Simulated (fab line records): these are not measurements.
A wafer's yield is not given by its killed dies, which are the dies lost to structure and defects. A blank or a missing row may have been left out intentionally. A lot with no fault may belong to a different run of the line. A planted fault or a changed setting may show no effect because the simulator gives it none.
fab line records -- flow nand_harc
record lots=14, wafers=42, last_day=33
route steps=1302 shown A_DECK1_JOINT@527 A_ONON_D2@548 A_CHANNEL_HOLE_D2@570 END@1302
lots with no fault: from the same line, run without faults
start_h: the number of hours between the record's first day and the start of the first shown wafer of the lot -- wait_h: time in hours since the lot's previous step -- " identical to the entry in the row above -- L1.1+2: a single row standing in for several wafers -- - no value, or no start was given -- * or withheld: withheld -- < > ~ a bound
route shown NAME@n: names a module that has steps shown in the file, with the first one's number in the route -- usual: mean/standard deviation taken from wafers without a fault -- same: alike in all rows -- chamber/n: place in a boat -- sites: each site's reading -- _std_site: their standard deviation -- _edge_site: inner sites' mean taken away from outer sites' mean -- radius_mm: how far each site lies from the wafer's centre -- mask NAME#n: copy n -- behind: the last tool/chamber to shape the wafer -- hold: the reason the lot was held/the length of the hold in hours/how it ended -- device: which transistor (n, p or np) failed to switch -- end of line: the same wafers' tests at the end of the route -- a step without rows: its recipe alone -- killed: not the wafer's yield, but the dies lost to structure and defects at the first sort -- map: a wafer's dies, x killed, . not, _ none there
set.NAME: setting as actually run; set.NAME@STEP: the setting as run at that earlier step -- model.NAME: the simulator's own value behind a step, which no gauge read
one table for each step of the route and one row for each wafer, over a sample of lots
services: when a tool's chamber went out of use (start_h, in hours from the record's first day, below 0 if earlier), for how many hours, and the reason
## steps
# step NHARC_A_DECK1_JOINT_CMP_13
# recipe target_thk_nm=51.023
# usual motor_current_A=11.9/0.98, time_to_endpoint_s=9.0/2.7
lot.wafer,tool,chamber,start_h,wait_h,motor_current_A,time_to_endpoint_s
L135.2,cmp-02,2,260.76,0.4,10.6,8.0
L135.6,cmp-02,0,260.76,0.4,12.0,5.0
L135.5,cmp-02,1,260.76,0.4,12.6,13.5
L136.1,cmp-04,2,273.83,0.4,12.9,12.3
L136.2,cmp-04,0,273.83,0.4,11.2,10.9
L136.5,cmp-04,2,273.83,0.4,12.8,14.9
L141.1,cmp-04,1,314.32,0.4,10.5,12.0
L141.4,cmp-04,3,314.32,0.4,13.7,9.9
L141.6,cmp-04,0,314.32,0.4,12.1,11.3
L142.3,cmp-01,0,322.75,0.4,11.8,10.3
L142.1,cmp-01,1,322.75,0.4,11.6,7.8
L142.5,cmp-01,1,322.75,0.4,11.0,7.8
L148.3,cmp-02,3,364.53,0.4,12.9,4.5
L148.2,cmp-02,0,364.53,0.4,11.9,5.1
L148.5,cmp-02,3,364.53,0.4,13.0,6.5
L147.3,cmp-01,3,375.51,0.4,12.1,9.7
L147.1,cmp-01,1,375.51,0.4,10.2,8.8
L147.6,cmp-01,2,375.51,0.4,10.9,14.0
L150.3,cmp-02,0,389.11,0.4,11.8,4.8
L150.2,cmp-02,1,389.11,0.4,12.5,11.1
L150.4,cmp-02,2,389.11,0.4,10.8,6.4
L149.2,cmp-01,2,389.14,0.4,10.7,8.5
L149.3,cmp-01,3,389.14,0.4,12.9,8.9
L149.6,cmp-01,1,389.14,0.4,10.6,8.0
L151.3,cmp-01,3,409.00,0.4,11.5,5.8
L151.4,cmp-01,1,409.00,0.4,11.3,8.0
L151.5,cmp-01,2,409.00,0.4,11.1,10.5
L152.2,cmp-02,0,421.42,0.4,11.5,2.6
L152.5,cmp-02,3,421.42,0.4,12.4,3.5
L152.6,cmp-02,0,421.42,0.4,12.2,5.3
L154.1,cmp-04,0,444.73,0.4,12.2,9.3
L154.6,cmp-04,2,444.73,0.4,13.2,9.8
L154.5,cmp-04,3,444.73,0.4,12.8,11.3
L155.2,cmp-01,1,461.44,0.4,11.3,12.0
L155.3,cmp-01,0,461.44,0.4,11.8,9.7
L155.5,cmp-01,2,461.44,0.4,10.9,12.7
L157.1,cmp-04,3,468.41,0.4,13.3,6.7
L157.3,cmp-04,0,468.41,0.4,10.8,6.9
L157.5,cmp-04,3,468.41,0.4,13.6,9.2
L158.2,cmp-01,1,468.44,0.4,11.4,9.8
L158.4,cmp-01,3,468.44,0.4,12.6,7.4
L158.6,cmp-01,0,468.44,0.4,11.6,9.5
# step NHARC_A_ONON_D2_THK_MEAS_05
# recipe thk_meas_gauge=ellipsometry
# usual thk_nm=999/12
lot.wafer,tool,chamber,start_h,wait_h,thk_nm
L135.2,film_metro-02,-,287.68,-,1004
L135.5,film_metro-02,-,287.68,-,1002
L135.6,film_metro-02,-,287.68,-,1002
L136.1,film_metro-02,-,299.29,-,1021
L136.2,film_metro-02,-,299.29,-,1021
L136.5,film_metro-02,-,299.29,-,1022
L141.1,film_metro-01,-,341.42,-,989
L141.4,film_metro-01,-,341.42,-,988
L141.6,film_metro-01,-,341.42,-,989
L142.1,film_metro-02,-,353.00,-,1003
L142.3,film_metro-02,-,353.00,-,1006
L142.5,film_metro-02,-,353.00,-,1006
L148.2,film_metro-01,-,388.40,-,1001
L148.3,film_metro-01,-,388.40,-,1003
L148.5,film_metro-01,-,388.40,-,1004
L147.1,film_metro-01,-,399.41,-,993
L147.3,film_metro-01,-,399.41,-,993
L147.6,film_metro-01,-,399.41,-,991
L150.2,film_metro-02,-,414.59,-,1002
L150.3,film_metro-02,-,414.59,-,1001
L150.4,film_metro-02,-,414.59,-,1002
L149.2,film_metro-01,-,414.60,-,993
L149.3,film_metro-01,-,414.60,-,992
L149.6,film_metro-01,-,414.60,-,993
L151.3,film_metro-01,-,434.44,-,989
L151.4,film_metro-01,-,434.44,-,990
L151.5,film_metro-01,-,434.44,-,988
L152.2,film_metro-01,-,446.19,-,992
L152.5,film_metro-01,-,446.19,-,991
L152.6,film_metro-01,-,446.19,-,993
L154.1,film_metro-02,-,471.77,-,986
L154.5,film_metro-02,-,471.77,-,985
L154.6,film_metro-02,-,471.77,-,986
L155.2,film_metro-01,-,485.84,-,998
L155.3,film_metro-01,-,485.84,-,1000
L155.5,film_metro-01,-,485.84,-,999
L158.2,film_metro-01,-,492.68,-,1000
L158.4,film_metro-01,-,492.68,-,1003
L158.6,film_metro-01,-,492.68,-,1002
L157.1,film_metro-01,-,493.03,-,1018
L157.3,film_metro-01,-,493.03,-,1017
L157.5,film_metro-01,-,493.03,-,1018
# step NHARC_A_ONON_D2_DEP_09
# recipe target_thk_a=10000, n2_flow_sccm=2750, n2o_flow_sccm=2000, nh3_flow_sccm=500, sih4_flow_sccm=210, temp_c=400
lot.wafer,tool,chamber,start_h,wait_h
L135.2+5+6,pecvd_onon-04,0,288.35,0.1
L136.1+2+5,pecvd_onon-02,0,299.92,0.1
L141.1+4+6,pecvd_onon-02,0,342.05,0.1
L142.1+3+5,pecvd_onon-02,0,353.62,0.1
L148.2+3+5,pecvd_onon-04,0,389.08,0.1
L147.1+3+6,pecvd_onon-01,0,400.03,0.1
L150.2+3+4,pecvd_onon-04,0,415.28,0.1
L149.2+3+6,pecvd_onon-01,0,415.31,0.1
L151.3+4+5,pecvd_onon-01,0,435.18,0.2
L152.2+5+6,pecvd_onon-02,0,446.89,0.1
L154.1+5+6,pecvd_onon-01,0,472.39,0.1
L155.2+3+5,pecvd_onon-02,0,486.52,0.1
L158.2+4+6,pecvd_onon-02,0,493.50,0.2
L157.1+3+5,pecvd_onon-01,0,493.92,0.2
# step NHARC_A_ONON_D2_THK_MEAS_11
# recipe thk_meas_gauge=ellipsometry
# usual thk_nm=1001/9.5
lot.wafer,tool,chamber,start_h,wait_h,thk_nm
L135.2,film_metro-02,-,288.80,-,1009
L135.5,film_metro-02,-,288.80,-,1010
L135.6,film_metro-02,-,288.80,-,1009
L136.1,film_metro-02,-,300.43,-,999
L136.2,film_metro-02,-,300.43,-,1000
L136.5,film_metro-02,-,300.43,-,1002
L141.1,film_metro-02,-,342.55,-,1613
L141.4,film_metro-02,-,342.55,-,1614
L141.6,film_metro-02,-,342.55,-,1615
L142.1,film_metro-01,-,354.13,-,1636
L142.3,film_metro-01,-,354.13,-,1636
L142.5,film_metro-01,-,354.13,-,1635
L148.2,film_metro-01,-,389.53,-,1014
L148.3,film_metro-01,-,389.53,-,1015
L148.5,film_metro-01,-,389.53,-,1015
L147.1,film_metro-02,-,400.54,-,1016
L147.3,film_metro-02,-,400.54,-,1013
L147.6,film_metro-02,-,400.54,-,1014
L150.2,film_metro-01,-,415.73,-,1010
L150.3,film_metro-01,-,415.73,-,1012
L150.4,film_metro-01,-,415.73,-,1010
L149.2,film_metro-01,-,415.77,-,1004
L149.3,film_metro-01,-,415.77,-,1006
L149.6,film_metro-01,-,415.77,-,1005
L151.3,film_metro-02,-,435.57,-,1002
L151.4,film_metro-02,-,435.57,-,1002
L151.5,film_metro-02,-,435.57,-,1003
L152.2,film_metro-02,-,447.34,-,1003
L152.5,film_metro-02,-,447.34,-,1003
L152.6,film_metro-02,-,447.34,-,1003
L154.1,film_metro-02,-,472.90,-,991
L154.5,film_metro-02,-,472.90,-,989
L154.6,film_metro-02,-,472.90,-,990
L155.2,film_metro-01,-,486.97,-,991
L155.3,film_metro-01,-,486.97,-,990
L155.5,film_metro-01,-,486.97,-,993
L158.2,film_metro-02,-,493.95,-,1002
L158.4,film_metro-02,-,493.95,-,1002
L158.6,film_metro-02,-,493.95,-,1004
L157.1,film_metro-02,-,494.43,-,994
L157.3,film_metro-02,-,494.43,-,993
L157.5,film_metro-02,-,494.43,-,996
# step NHARC_A_CHANNEL_HOLE_D2_DEP_00
# recipe target_thk_a=31000, temp_c=400, material=aC
# usual throttle_valve_pct=35.000/0.0089
lot.wafer,tool,chamber,start_h,wait_h,throttle_valve_pct
L135.2,acl_dep-02,0,300.67,0.9,35.003
L135.5,acl_dep-02,0,300.67,0.9,35.005
L135.6,acl_dep-02,0,300.67,0.9,35.002
L136.1,acl_dep-02,0,314.18,2.5,34.998
L136.2,acl_dep-02,0,314.18,2.5,35.014
L136.5,acl_dep-02,0,314.18,2.5,34.998
L148.2,acl_dep-02,0,407.26,0.7,35.013
L148.3,acl_dep-02,0,407.26,0.7,35.003
L148.5,acl_dep-02,0,407.26,0.7,35.011
L147.1,acl_dep-02,0,414.82,0.1,35.005
L147.3,acl_dep-02,0,414.82,0.1,34.986
L147.6,acl_dep-02,0,414.82,0.1,35.002
L149.2,acl_dep-01,0,426.87,0.4,34.994
L149.3,acl_dep-01,0,426.87,0.4,34.996
L149.6,acl_dep-01,0,426.87,0.4,35.013
L150.2,acl_dep-03,0,426.98,0.4,34.988
L150.3,acl_dep-03,0,426.98,0.4,35.000
L150.4,acl_dep-03,0,426.98,0.4,34.993
L151.3,acl_dep-03,0,449.57,3.2,34.977
L151.4,acl_dep-03,0,449.57,3.2,35.012
L151.5,acl_dep-03,0,449.57,3.2,35.001
L152.2,acl_dep-01,0,458.95,0.9,34.995
L152.5,acl_dep-01,0,458.95,0.9,34.998
L152.6,acl_dep-01,0,458.95,0.9,34.986
L154.1,acl_dep-01,0,488.22,4.2,35.006
L154.5,acl_dep-01,0,489.48,5.5,35.002
L154.6,acl_dep-01,0,489.48,5.5,35.000
L155.2,acl_dep-01,0,497.33,1.4,35.011
L155.3,acl_dep-01,0,497.33,1.4,35.007
L155.5,acl_dep-01,0,497.33,1.4,35.008
L157.1,acl_dep-02,0,506.51,0.9,35.004
L157.3,acl_dep-02,0,506.51,0.9,34.999
L157.5,acl_dep-02,0,506.51,0.9,35.011
L158.2,acl_dep-01,0,508.51,2.5,35.010
L158.4,acl_dep-01,0,508.51,2.5,35.002
L158.6,acl_dep-01,0,508.51,2.5,35.001
# step NHARC_END_SORT_01
# recipe temp_c=25
# usual killed_at_array=59/20, killed_at_other=0.8/1, killed_at_periphery=3.2/2.1, killed_dies=63/21, killed_open=3.0/1.9, killed_short=2.3/1.5
# same gross_dies=677
lot.wafer,tool,chamber,start_h,wait_h,killed_at_array,killed_at_other,killed_at_periphery,killed_dies,killed_open,killed_short
L141.1,prober-01,0,637.49,2.5,675,0,2,677,3,2
L141.4,prober-01,0,639.88,3.4,676,0,1,677,1,1
L141.6,prober-01,0,641.47,4.0,674,0,3,677,3,4
L142.1,prober-02,0,645.30,2.5,668,0,9,677,6,1
L142.3,prober-02,0,646.93,3.1,670,0,7,677,4,4
L142.5,prober-02,0,648.55,3.8,673,0,4,677,2,1
L147.1,prober-01,0,678.09,2.5,103,1,1,105,1,1
L147.3,prober-01,0,679.69,3.1,93,0,0,93,2,1
L147.6,prober-01,0,682.08,4.0,85,0,3,88,5,2
# killed by level:class
L141.1 A_ONON_D2:area_dep=616 A_SLIT:chamber_film_flake=28 A_CHANNEL_HOLE_D2:chamber_film_flake=9 A_CONTACT:chamber_film_flake=4 A_CHANNEL_HOLE_D1:chamber_film_flake=3 A_DECK1_JOINT:chamber_film_flake=3 A_SGD_CUT:chamber_film_flake=3 A_STAIRCASE:chamber_film_flake=2
L141.4 A_ONON_D2:area_dep=608 A_SLIT:chamber_film_flake=37 A_CHANNEL_HOLE_D2:chamber_film_flake=14 A_CONTACT:chamber_film_flake=6 A_DECK1_JOINT:chamber_film_flake=3 A_WL_FILL:chamber_film_flake=2 A_BLC:geometric_particle:open=1 A_M0:geometric_particle:short=1
L141.6 A_ONON_D2:area_dep=600 A_SLIT:chamber_film_flake=37 A_CONTACT:chamber_film_flake=13 A_CHANNEL_HOLE_D2:chamber_film_flake=10 A_STAIRCASE:chamber_film_flake=4 A_ONON_D2:geometric_particle:short=2 A_CHANNEL_HOLE_D1:chamber_film_flake=2 P_CONTACT:geometric_particle:open=1
L142.1 A_ONON_D2:area_dep=612 A_CHANNEL_HOLE_D1:chamber_film_flake=22 A_CHANNEL_HOLE_D2:chamber_film_flake=13 A_STAIRCASE:chamber_film_flake=8 P_GATE:chamber_film_flake=5 A_CONTACT:chamber_film_flake=4 A_CHANNEL_FILL_D1:chamber_film_flake=2 A_DECK1_JOINT:chamber_film_flake=2
L142.3 A_ONON_D2:area_dep=613 A_CHANNEL_HOLE_D1:chamber_film_flake=23 A_CHANNEL_HOLE_D2:chamber_film_flake=17 A_STAIRCASE:chamber_film_flake=5 P_GATE:chamber_film_flake=4 A_CONTACT:chamber_film_flake=4 A_ONON_D2:geometric_particle:short=3 P_CONTACT:geometric_particle:open=2
L142.5 A_ONON_D2:area_dep=617 A_CHANNEL_HOLE_D1:chamber_film_flake=24 A_CHANNEL_HOLE_D2:chamber_film_flake=15 A_STAIRCASE:chamber_film_flake=5 A_CONTACT:chamber_film_flake=5 P_GATE:chamber_film_flake=4 A_CHANNEL_FILL_D1:chamber_film_flake=2 A_SLIT:chamber_film_flake=2
L147.1 A_CHANNEL_HOLE_D1:chamber_film_flake=28 A_SLIT:chamber_film_flake=28 A_CHANNEL_HOLE_D2:chamber_film_flake=18 A_STAIRCASE:chamber_film_flake=12 A_CONTACT:chamber_film_flake=7 A_SGD_CUT:chamber_film_flake=4 A_M1:chamber_film_flake=3 A_ZERO_WELL:chamber_film_flake=2
L147.3 A_CHANNEL_HOLE_D1:chamber_film_flake=29 A_SLIT:chamber_film_flake=25 A_CHANNEL_HOLE_D2:chamber_film_flake=14 A_STAIRCASE:chamber_film_flake=7 A_CONTACT:chamber_film_flake=6 A_SGD_CUT:chamber_film_flake=3 A_M1:chamber_film_flake=3 A_CHANNEL_FILL_D2:chamber_film_flake=2
L147.6 A_CHANNEL_HOLE_D1:chamber_film_flake=30 A_SLIT:chamber_film_flake=24 A_CHANNEL_HOLE_D2:chamber_film_flake=6 A_STAIRCASE:chamber_film_flake=6 A_CONTACT:chamber_film_flake=5 A_DECK1_JOINT:geometric_particle:open=3 A_CHANNEL_FILL_D2:chamber_film_flake=3 A_SGD_CUT:chamber_film_flake=3
## services
tool,chamber,start_h,hours,kind
acl_dep-02,-,245.52,13.0,pm
cmp-01,-,249.89,5.4,repair
pecvd_onon-01,-,269.00,13.0,pm
cmp-04,-,278.65,2.7,repair
cmp-01,-,283.50,4.0,pm
cmp-04,-,308.03,4.0,pm
cmp-01,-,309.13,5.1,repair
cmp-01,-,323.73,0.8,repair
pecvd_onon-02,-,327.18,0.1,repair
cmp-04,-,327.57,5.5,repair
cmp-02,-,330.50,4.0,pm
cmp-01,-,344.99,2.0,repair
cmp-02,-,348.89,0.8,repair
pecvd_onon-02,-,366.53,13.0,pm
acl_dep-01,-,367.71,13.0,pm
cmp-04,-,374.40,5.8,repair
cmp-01,-,381.50,4.0,pm
acl_dep-02,-,426.52,13.0,pm
cmp-01,-,446.67,4.7,repair
pecvd_onon-01,-,450.00,13.0,pm
pecvd_onon-02,-,464.77,2.9,repair
cmp-01,-,479.50,4.0,pm
pecvd_onon-02,-,504.20,3.9,repair
cmp-01,-,508.79,3.2,repair
## key
first_sign step=NHARC_A_ONON_D2_THK_MEAS_11, reading=thk_nm, direction=up, sigmas=66, usual=1001, struck=1625
effect step=NHARC_END_SORT_01, reading=killed_at_array, direction=up, sigmas=30, usual=59, struck=673
more_kills_born_at NHARC_A_ONON_D2_DEP_09@pecvd_onon-02=3666
met_at NHARC_A_ONON_D2_DEP_09
struck_lots L141,L142
struck_wafers L141.1,L141.4,L141.6,L142.1,L142.3,L142.5
later_rows_left_out L141.1,L141.4,L141.6,L142.1,L142.3,L142.5
tester_left_out L141,L142
not_acting_at NHARC_A_DECK1_JOINT_CMP_13,NHARC_A_ONON_D2_THK_MEAS_05,NHARC_A_CHANNEL_HOLE_D2_DEP_00
onset_between 299.92 342.05
fault kind=process_parameter_drift, tool=pecvd_onon-02, chamber=0, onset_h=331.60, steps=NHARC_A_ONON_D2_DEP_09, channel=target_thk_a, offset=*, shape=step, end_h=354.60, acts_in=*, stated=*
# tester_left_out: of these lots the tester's yield and bins aren't shown, on N5 and GAA mostly nor the transistor test; their killed dies are dies lost to structure and defects alone, not to doping, threshold or leakage, so they don't give the yield
# later_rows_left_out: the simulator's readings of these wafers behind a module that went badly wrong aren't trusted and aren't shown, but for the sort
